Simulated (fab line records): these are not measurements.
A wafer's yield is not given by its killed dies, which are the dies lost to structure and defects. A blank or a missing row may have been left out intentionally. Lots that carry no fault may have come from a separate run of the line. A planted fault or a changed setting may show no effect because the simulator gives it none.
Chamber matching || flow nandHarc || rieDiel-12 running NHARC_A_CHANNEL_HOLE_D1_DESCUM_15: 4 sister chambers
The step chemistry O2, time 3 s. 8 wafers are shown with their chamber, then 9 later ones without.

== EACH WAFER AND ITS CHAMBER ==
{"wafer": "L667.4", "chamber": 2, "showerheadPlenumPTorr (Torr)": 1.92, "drypumpMotorCurrentA (A)": 5.3}
{"wafer": "L671.2", "chamber": 3, "showerheadPlenumPTorr (Torr)": 2.00, "drypumpMotorCurrentA (A)": 6.0}
{"wafer": "L672.3", "chamber": 3, "showerheadPlenumPTorr (Torr)": 2.00, "drypumpMotorCurrentA (A)": 6.0}
{"wafer": "L675.2", "chamber": 0, "showerheadPlenumPTorr (Torr)": 2.03, "drypumpMotorCurrentA (A)": 6.0}
{"wafer": "L675.3", "chamber": 1, "showerheadPlenumPTorr (Torr)": 1.94, "drypumpMotorCurrentA (A)": 5.0}
{"wafer": "L677.1", "chamber": 0, "showerheadPlenumPTorr (Torr)": 2.03, "drypumpMotorCurrentA (A)": 6.0}
{"wafer": "L677.2", "chamber": 2, "showerheadPlenumPTorr (Torr)": 1.91, "drypumpMotorCurrentA (A)": 5.3}
{"wafer": "L677.5", "chamber": 1, "showerheadPlenumPTorr (Torr)": 1.94, "drypumpMotorCurrentA (A)": 5.1}

== WAFERS WITHOUT THEIR CHAMBER ==
{"wafer": "L685.1", "showerheadPlenumPTorr (Torr)": 2.03, "drypumpMotorCurrentA (A)": 5.9}
{"wafer": "L685.2", "showerheadPlenumPTorr (Torr)": 2.00, "drypumpMotorCurrentA (A)": 5.9}
{"wafer": "L685.5", "showerheadPlenumPTorr (Torr)": 2.03, "drypumpMotorCurrentA (A)": 6.0}
{"wafer": "L686.1", "showerheadPlenumPTorr (Torr)": 1.94, "drypumpMotorCurrentA (A)": 5.1}
{"wafer": "L686.3", "showerheadPlenumPTorr (Torr)": 1.91, "drypumpMotorCurrentA (A)": 5.3}
{"wafer": "L686.5", "showerheadPlenumPTorr (Torr)": 2.00, "drypumpMotorCurrentA (A)": 6.0}
{"wafer": "L687.2", "showerheadPlenumPTorr (Torr)": 1.94, "drypumpMotorCurrentA (A)": 5.0}
{"wafer": "L687.3", "showerheadPlenumPTorr (Torr)": 2.03, "drypumpMotorCurrentA (A)": 6.0}
{"wafer": "L687.6", "showerheadPlenumPTorr (Torr)": 2.00, "drypumpMotorCurrentA (A)": 6.0}

== WHICH CHAMBER EACH ONE RAN IN ==
{"wafer": "L685.1", "from the rows above": 0, "in truth": 0}
{"wafer": "L685.2", "from the rows above": 3, "in truth": 3}
{"wafer": "L685.5", "from the rows above": 0, "in truth": 0}
{"wafer": "L686.1", "from the rows above": 1, "in truth": 1}
{"wafer": "L686.3", "from the rows above": 2, "in truth": 2}
{"wafer": "L686.5", "from the rows above": 3, "in truth": 3}
{"wafer": "L687.2", "from the rows above": 1, "in truth": 1}
{"wafer": "L687.3", "from the rows above": 0, "in truth": 0}
{"wafer": "L687.6", "from the rows above": 3, "in truth": 3}
9 of 9 placed correctly. From these rows, 0 cannot be placed. Placed wrongly: 0.
How it was worked out, from the rows above alone: a wafer's distance from a chamber is the root of the sum, over the readings, of the square of ((its reading less the chamber's mean) divided by the reading's scatter). If the next closest chamber is less than 2 further off than the closest, the wafer can't be placed; otherwise it belongs to the closest. A chamber's mean is the mean of its shown wafers. The scatter is the square root of a quotient: the sum, over the shown wafers, of each reading's squared deviation from its chamber's mean, divided by wafers minus chambers.
